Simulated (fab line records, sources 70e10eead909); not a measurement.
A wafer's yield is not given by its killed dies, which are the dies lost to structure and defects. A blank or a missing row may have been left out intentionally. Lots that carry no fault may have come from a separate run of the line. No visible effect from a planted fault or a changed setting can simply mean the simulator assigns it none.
Matching of chambers + flow nand-harc + 4 sister chambers for NHARC_P_GATE_DESCUM_93 on rie-diel-02
The step chemistry O2, time 3 s. 4 wafers are shown with their chamber, then 10 later ones without.

## WAFERS PAIRED WITH THEIR CHAMBERS
| wafer  | chamber | drypump-motor-current-A (A) |
|--------|---------|-----------------------------|
| L086.1 | 3       | 5.4                         |
| L086.4 | 1       | 5.5                         |
| L093.1 | 2       | 5.2                         |
| L093.3 | 0       | 5.9                         |

## WAFERS WHOSE CHAMBER IS MISSING
| wafer  | drypump-motor-current-A (A) |
|--------|-----------------------------|
| L093.6 | 5.5                         |
| L095.1 | 5.9                         |
| L095.2 | 5.5                         |
| L095.4 | 5.2                         |
| L096.1 | 5.4                         |
| L096.3 | 5.5                         |
| L096.5 | 5.2                         |
| L097.1 | 5.4                         |
| L097.4 | 5.2                         |
| L097.6 | 6.0                         |

## WHICH CHAMBER EACH WENT THROUGH
| wafer  | from the rows above | in truth |
|--------|---------------------|----------|
| L093.6 | 1                   | 1        |
| L095.1 | 0                   | 0        |
| L095.2 | 1                   | 1        |
| L095.4 | 2                   | 2        |
| L096.1 | 3                   | 3        |
| L096.3 | 1                   | 1        |
| L096.5 | 2                   | 2        |
| L097.1 | 3                   | 3        |
| L097.4 | 2                   | 2        |
| L097.6 | 0                   | 0        |
Correctly placed: 10 of 10. Not placeable from these rows: 0. Wrongly placed: 0.
How it was worked out, from the rows above alone: a wafer's distance from a chamber is the root of the sum, over the readings, of the square of ((its reading less the chamber's mean) divided by the reading's scatter). If the next closest chamber is less than 2 further off than the closest, the wafer can't be placed; otherwise it belongs to the closest. Each chamber's mean is taken over the wafers shown for it. The scatter: root of mean squared gap, hidden wafer to nearest shown wafer, with one shown wafer a chamber.
